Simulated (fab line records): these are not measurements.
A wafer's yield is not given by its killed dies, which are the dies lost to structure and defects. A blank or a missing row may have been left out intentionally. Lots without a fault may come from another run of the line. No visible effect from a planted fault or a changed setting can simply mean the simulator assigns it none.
Which of the tools did it? -- flow n5_finfet -- 12 lots (36 wafers sampled), 1 step of a 1938-step route

== WHAT THE GAUGES SHOWED, per wafer ==
N5_BEOL_M0_SAQP_OVL_MEAS_15.
lot,measured,on,M0_CORE_OVL (nm)
L075,day 5 15:46,overlay-02,0.6 2.2 0.7
L077,day 6 09:14,overlay-02,0.2 0.2 -0.7
L079,day 6 18:50,overlay-01,-1.2 -0.8 -1.5
L081,day 7 06:52,overlay-01,1.9 0.2 1.3
L083,day 7 16:04,overlay-01,1.6 0.8 0.2
L085,day 8 05:31,overlay-02,1.3 1.8 0.5
L087,day 9 00:53,overlay-01,-1.1 -0.2 -0.2
L089,day 9 07:01,overlay-01,1.9 2.1 1.1
L091,day 9 14:47,overlay-02,0.9 0.4 0.3
L093,day 10 03:38,overlay-01,0.7 0.3 -0.4
L095,day 10 15:56,overlay-01,-0.2 0.2 1.0
L097,day 11 07:01,overlay-01,0.7 -0.6 -0.6

== EACH LOT AND THE TOOL THAT RAN IT (in order: tool; ch and the chambers of the sampled wafers; start) ==
No process step before these readings appears in the record.

== THE ANSWER, worked out from the rows above alone ==
Rule: the usual values come from the lots themselves. The widest of any qualifying gaps counts: lots, ordered by their means at a reading, are off when they make up no more than a third of the lots, leave a main group of 4 or more, and stand apart from it by 3 or more times the standard deviation of that group's means. A main group is skipped when, at the precision printed for the reading in the tables above, its means are all equal. Also off: a lot with no number at a reading for which 4 or more lots have one. Where the step has rows for the other lots, those lots are counted as sound.
No lot is off on any of the readings shown, so nothing can be concluded from this.

== WHAT THE SIMULATOR HAD PUT IN ==
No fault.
